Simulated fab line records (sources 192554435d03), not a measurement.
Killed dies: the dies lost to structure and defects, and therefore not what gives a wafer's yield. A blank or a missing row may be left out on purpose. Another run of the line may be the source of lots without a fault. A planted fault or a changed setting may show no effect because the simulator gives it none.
Struck lot and sound lot, side by side | flow n5 finfet | 36 steps out of a route of 1938
Sound: these wafers, L521.2, L521.3, L521.5. The struck wafers were L531.1, L531.3, L531.5. At the end, the cause is stated.
At each step with rows: each side's tool, then ch and its chambers, then its first start. Under that, the readings that differ: sound wafers | struck wafers | difference of the means | sigmas: that difference in standard deviations of wafers without a fault.
alike: readings with means less than 2 such deviations apart, plus words and numbers identical on both sides. not compared: withheld readings, readings lacking a value on some wafer, bounds such as >300 that could conceal the same value, and numbers that have no deviation in the record and whose values overlap.
The two part at a step that has a row with sigmas, a row that says differs or no value, or rows on one side only. Numbers that don't overlap but have no deviation are shown without sigmas and don't part them. A reading missing from all wafers of one side parts the sides only when that side holds two or more wafers.

first, 9 steps without rows for these wafers: N5_BEOL_M10_ILD_DEP_00 (deposits SiCOH lowk from DEMS/porogen, target thk 308.51 nm, time 58 s); N5_BEOL_M10_CURE_71 (cures SiCOH lowk, time 240 s); N5_BEOL_M10_PECVD_70 (deposits SiO2 from TEOS/O2, target thk 20 nm, time 22.7 s); N5_BEOL_M10_HM_DEP_02 (deposits TiN, target thk 20 nm); N5_BEOL_M10_COAT_59 (time 60 s, resist thk 100 nm); N5_BEOL_M10_COAT_60 (time 60 s, resist thk 30 nm); N5_BEOL_M10_COAT_05 (resist thk 90 nm); N5_BEOL_M10_EBR_07; N5_BEOL_M10_SOFTBAKE_06 (time 60 s).
N5_BEOL_M10_EXPOSE_08: exposes mask M10.
  sound on arfi scanner-01 ch 0, day 12 13:37; struck on arfi scanner-01 ch 0, day 17 11:11
  reading              | sound             | struck            | difference | sigmas
  exposure dose mJ cm2 | 53.65 53.66 53.64 | 50.49 50.52 50.42 | -3.17      | -13
  alike: mask, focus offset nm
then, 2 steps without rows for these wafers: N5_BEOL_M10_PEB_09 (peb time 60 s); N5_BEOL_M10_DEVELOP_10 (develop time 30 s).
N5_BEOL_M10_CD_MEAS_11: the cd target is 64.1 nm.
  sound on cd sem-02 ch 0, day 12 13:44; struck on cd sem-01 ch 0, day 17 11:19
  reading    | sound          | struck         | difference | sigmas
  cd nm (nm) | 64.7 64.3 64.3 | 60.2 60.9 60.5 | -3.9       | -8
then, 1 step without rows for these wafers: N5_BEOL_M10_DESCUM_16 (chemistry O2, time 7.9 s).
N5_BEOL_M10_ETCH_61: etches SiARC in CF4, target depth 39 nm, time 65 s.
  sound on rie diel-02 ch 0,1, day 12 13:51; struck on rie diel-05 ch 2,3, day 17 11:26
  reading                          | sound       | struck       | difference | sigmas
  model.BEOL_M10.cd offset nm (nm) | 0.6 0.2 0.2 | -4 -3.2 -3.8 | -4         |
  alike: chamber pressure mTorr, drypump motor current A, etch rf on time s, mfc ar sccm, oes product au, rf vpp V, showerhead plenum p Torr, throttle valve pct
  not compared: rf hours counter h
then, 3 steps without rows for these wafers: N5_BEOL_M10_ETCH_62 (etches SOC in N2/H2, target depth 110 nm, overetch 22 nm, time 165 s); N5_BEOL_M10_STRIP_68 (strips in N2/H2); N5_BEOL_M10_STRIP_67 (strips in CF4).
N5_BEOL_M10_HM_OPEN_17: chemistry Cl2/BCl3, target TiN, target depth 20 nm, overetch 6 nm.
  sound on rie metal-03 ch 0,1, day 12 14:05; struck on rie metal-01 ch 1, day 17 11:41
  reading                          | sound       | struck       | difference | sigmas
  model.BEOL_M10.cd offset nm (nm) | 0.6 0.2 0.2 | -4 -3.6 -3.6 | -4         |
  alike: chamber pressure mTorr, drypump motor current A, mfc ar sccm, oes product au, throttle valve pct
  not compared: rf hours counter h
then, 1 step without rows for these wafers: N5_BEOL_M10_STRIP_19 (strips in O2).
N5_BEOL_M10_CD_MEAS_18: pitch 140 nm, target cd 70 nm.
  sound on cd sem-03, day 12 14:16; struck on cd sem-03, day 17 11:52
  reading    | sound          | struck         | difference | sigmas
  cd nm (nm) | 70.4 70.2 70.6 | 66.1 66.3 66.4 | -4.1       | -8
then, 13 steps without rows for these wafers: N5_BEOL_M10_COAT_63 (time 60 s, resist thk 100 nm); N5_BEOL_M10_COAT_64 (time 60 s, resist thk 30 nm); N5_BEOL_M10_COAT_22 (resist thk 90 nm); N5_BEOL_M10_EBR_24; N5_BEOL_M10_SOFTBAKE_23 (time 60 s); N5_BEOL_M10_EXPOSE_25 (exposes mask V9); N5_BEOL_M10_PEB_26 (peb time 60 s); N5_BEOL_M10_DEVELOP_27 (develop time 30 s); N5_BEOL_M10_DESCUM_33 (chemistry O2, time 7.9 s); N5_BEOL_M10_ETCH_65 (etches SiARC in CF4, target depth 39 nm, time 65 s); N5_BEOL_M10_ETCH_66 (etches SOC in N2/H2, target depth 120 nm, overetch 24 nm, time 180 s); N5_BEOL_M10_STRIP_69 (strips in N2/H2); N5_BEOL_M10_VIA_ETCH_34 (etches SiCOH lowk in C4F6/O2, target depth 184.5 nm, time 69.2 s).
N5_BEOL_M15_RC_MEAS_101:
  sound on prober-01 ch 0, day 14 01:27; struck on prober-01 ch 0, day 19 10:21
  reading           | sound          | struck         | difference | sigmas
  SERP_M10 (ohm/um) | 3.12 3.11 3.13 | 3.32 3.35 3.36 | +0.22      | +3
  alike: COMB_M10, COMB_M10_max_site, COMB_M11, COMB_M12, COMB_M13, COMB_M14, COMB_M14_max_site, COMB_M15, COMB_M5, COMB_M6, COMB_M7, COMB_M8, COMB_M9, SERP_M11, SERP_M12, SERP_M13, SERP_M14, SERP_M5, SERP_M6, SERP_M7, SERP_M8, SERP_M9
N5_PASSIVATION_PROBE_49:
  sound on prober-01, day 14 18:28; struck on prober-02, day 20 12:20
  reading      | sound    | struck   | difference | sigmas
  killed short | 31 32 25 | 49 46 39 | +15        | +2
  alike: defect limited yield, killed_at_M0_to_M3, killed_at_M4_up, killed at contacts, killed at front end, killed at other, killed dies, killed on rim, killed open, sort_bin_5_function, sort_bin_6_memory, sort n pass, sort yield pct

== WHERE THEY PART ==
At N5_BEOL_M10_EXPOSE_08 first; at N5_PASSIVATION_PROBE_49 last (within this record only).

WHY: what the simulator had put in
Drift in process parameters on arfi scanner-01 at N5_BEOL_M10_EXPOSE_08, starting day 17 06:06. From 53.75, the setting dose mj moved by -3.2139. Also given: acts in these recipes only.
